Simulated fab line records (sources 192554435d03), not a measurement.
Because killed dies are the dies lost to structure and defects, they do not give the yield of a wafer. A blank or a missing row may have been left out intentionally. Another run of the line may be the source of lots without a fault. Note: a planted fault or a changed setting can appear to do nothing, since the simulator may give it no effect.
Matching of chambers ; flow n5Finfet ; aldMetal-01 running N5_HKMG_FIN_ALD_71: 4 sister chambers
The step deposits TiN, target thk 1 nm, pulse time 1 s, purge time 3 s. 7 wafers are shown with their chamber, then 7 later ones without.

## WAFERS WITH THEIR CHAMBER
wafer;chamber;heaterPowerW (W);precursorPulseHeightRel
L079.5;2;1008;1.030
L080.3;3;836;0.984
L082.1;2;984;0.980
L082.4;3;843;1.016
L082.6;0;1017;1.020
L083.1;0;1031;0.999
L083.2;1;922;0.991

## WAFERS WITH NO CHAMBER GIVEN
wafer;heaterPowerW (W);precursorPulseHeightRel
L083.5;838;0.988
L087.3;1005;0.961
L087.4;952;1.019
L087.5;1023;1.006
L097.1;841;0.988
L097.3;938;0.975
L097.6;860;1.032

## WHICH CHAMBER EACH WENT THROUGH
wafer;from the rows above;in truth
L083.5;3;3
L087.3;can't be placed: 2 or 0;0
L087.4;can't be placed: 1 or 2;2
L087.5;0;0
L097.1;3;3
L097.3;1;1
L097.6;3;3
Correct placement for 5 of the 7. Not placeable from these rows: 2 (in 2, the candidates include the true chamber). Number placed wrongly: 0.
How it was worked out, from the rows above alone: a wafer's distance from a chamber is the root of the sum, over the readings, of the square of ((its reading less the chamber's mean) divided by the reading's scatter). The wafer belongs to the nearest chamber; if the next one is less than 2 further off, it can't be placed. A chamber's mean is the mean of its shown wafers. The scatter: take each reading less its chamber's mean, square it, sum over the shown wafers, divide by the number of wafers less the number of chambers, and take the root.
